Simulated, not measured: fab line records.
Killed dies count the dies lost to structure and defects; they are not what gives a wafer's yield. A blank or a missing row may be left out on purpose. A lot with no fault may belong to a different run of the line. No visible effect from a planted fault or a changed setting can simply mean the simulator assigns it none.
Matching of chambers    flow nandHarc    rieDiel-13 running NHARC_A_STAIRCASE_DESCUM_291: 4 sister chambers
The step chemistry O2, time 3 s. 4 wafers are shown with their chamber, then 7 later ones without.

== EACH WAFER AND ITS CHAMBER ==
wafer   chamber  oesProductAu (a.u.)
L081.3  2        1.004
L081.5  3        1.003
L079.1  1        0.998
L079.2  0        0.989

== WAFERS WHOSE CHAMBER IS MISSING ==
wafer   oesProductAu (a.u.)
L079.6  0.982
L085.1  1.013
L085.3  0.996
L085.6  1.009
L097.2  0.996
L097.4  1.005
L097.6  1.004

== WHICH CHAMBER EACH WENT THROUGH ==
wafer   from the rows above                in truth
L079.6  can't be placed: 0 or 1            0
L085.1  can't be placed: 2 or 3 or 1       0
L085.3  can't be placed: 1 or 3 or 0 or 2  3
L085.6  can't be placed: 2 or 3 or 1       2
L097.2  can't be placed: 1 or 3 or 0 or 2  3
L097.4  can't be placed: 2 or 3 or 1       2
L097.6  can't be placed: 2 or 3 or 1       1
Placed correctly: 0 of 7. Not placeable from these rows: 7 (in 6, the candidates include the true chamber). Number placed wrongly: 0.
How it was worked out, from the rows above alone: a wafer's distance from a chamber is the root of the sum, over the readings, of the square of ((its reading less the chamber's mean) divided by the reading's scatter). The wafer belongs to the nearest chamber; if the next one is less than 2 further off, it can't be placed. The mean given for a chamber averages the wafers shown for that chamber. The scatter (one wafer shown for each chamber): square how far every hidden wafer sits from the nearest shown wafer, average those squares and take the square root.
